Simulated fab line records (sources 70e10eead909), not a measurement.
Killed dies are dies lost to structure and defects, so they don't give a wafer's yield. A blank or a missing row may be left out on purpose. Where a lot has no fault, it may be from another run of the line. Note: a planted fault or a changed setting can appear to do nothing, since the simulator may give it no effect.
The tool behind it: which one? || flow nand-harc || Sampling: 7 lots, 21 wafers, 5 of 1159 route steps

WHAT THE GAUGES SHOWED, per wafer
NHARC_END_SORT_01.
{"lot": "L469", "measured": "day 23 10:12", "on": "prober-01", "killed-at-array": "37 16 676"}

TOOL THAT RAN EACH LOT (tool first, then ch and the chambers of the sampled wafers, then the start)
{"lot": "L458", "NHARC_A_CONTACT_DEP_28": "acl-dep-02 ch 0, day 16 03:33", "NHARC_A_BLC_ALD_23": "ald-metal-02 ch 0,1,3, day 17 12:45", "NHARC_A_M0_DEP_32": "pecvd-04 ch 0,1,2, day 17 23:02", "NHARC_THIN_TSV_DEP_43": "pecvd-03 ch 1,2, day 21 14:36"}
{"lot": "L460", "NHARC_A_CONTACT_DEP_28": "acl-dep-01 ch 0, day 16 09:00", "NHARC_A_BLC_ALD_23": "ald-metal-04 ch 0,2,3, day 17 13:20", "NHARC_A_M0_DEP_32": "pecvd-02 ch 0,1,2, day 17 23:24", "NHARC_THIN_TSV_DEP_43": "pecvd-02 ch 0,2, day 21 15:50"}
{"lot": "L469", "NHARC_A_CONTACT_DEP_28": "acl-dep-02 ch 0, day 18 17:07", "NHARC_A_BLC_ALD_23": "ald-metal-04 ch 1,3, day 19 19:24", "NHARC_A_M0_DEP_32": "pecvd-04 ch 0, day 20 00:12", "NHARC_THIN_TSV_DEP_43": "pecvd-01 ch 0,2, day 21 23:06"}
{"lot": "L468", "NHARC_A_CONTACT_DEP_28": "acl-dep-03 ch 0, day 18 23:14", "NHARC_A_BLC_ALD_23": "ald-metal-04 ch 0,1,3, day 20 02:34", "NHARC_A_M0_DEP_32": "pecvd-02 ch 0,1, day 20 11:46", "NHARC_THIN_TSV_DEP_43": "pecvd-03 ch 0,1, day 22 00:16"}
{"lot": "L476", "NHARC_A_CONTACT_DEP_28": "acl-dep-03 ch 0, day 20 06:04", "NHARC_A_BLC_ALD_23": "ald-metal-04 ch 1,2, day 21 18:56", "NHARC_A_M0_DEP_32": "pecvd-01 ch 0,1,2, day 22 07:59", "NHARC_THIN_TSV_DEP_43": "pecvd-03 ch 0,1, day 23 06:37"}
{"lot": "L480", "NHARC_A_CONTACT_DEP_28": "acl-dep-01 ch 0, day 21 14:16", "NHARC_A_BLC_ALD_23": "ald-metal-04 ch 0,2, day 22 18:44", "NHARC_A_M0_DEP_32": "pecvd-04 ch 0,2, day 22 23:50", "NHARC_THIN_TSV_DEP_43": "pecvd-01 ch 0,2, day 23 21:29"}
{"lot": "L481", "NHARC_A_CONTACT_DEP_28": "acl-dep-03 ch 0, day 22 02:53", "NHARC_A_BLC_ALD_23": "ald-metal-04 ch 0,2,3, day 23 11:36", "NHARC_A_M0_DEP_32": "pecvd-04 ch 1,2, day 23 16:30", "NHARC_THIN_TSV_DEP_43": "pecvd-03 ch 1,2, day 24 13:24"}
- NHARC_A_CONTACT_DEP_28: deposits aC, target thk 3600 nm.
- NHARC_A_BLC_ALD_23: deposits TiN, target thk 3 nm, pulse time 1 s, ald cycles 150.
- NHARC_A_M0_DEP_32: deposits SiCN, target thk 30 nm.
- NHARC_THIN_TSV_DEP_43: deposits SiO2, target thk 1328.5 nm.

THE ANSWER, worked out from the rows above alone
Rule: what is usual is taken from the lots themselves. The widest of any qualifying gaps counts: lots, ordered by their means at a reading, are off when they make up no more than a third of the lots, leave a main group of 4 or more, and stand apart from it by 3 or more times the standard deviation of that group's means. Not used: any main group whose means are identical at the precision the tables above print for the reading. A lot without any number at a reading at which 4 lots or more have one is off too. Where the step has rows for the other lots, those lots are counted as sound.
No lot is off at any reading shown: from this, nothing can be told.

WHAT THE SIMULATOR PUT IN
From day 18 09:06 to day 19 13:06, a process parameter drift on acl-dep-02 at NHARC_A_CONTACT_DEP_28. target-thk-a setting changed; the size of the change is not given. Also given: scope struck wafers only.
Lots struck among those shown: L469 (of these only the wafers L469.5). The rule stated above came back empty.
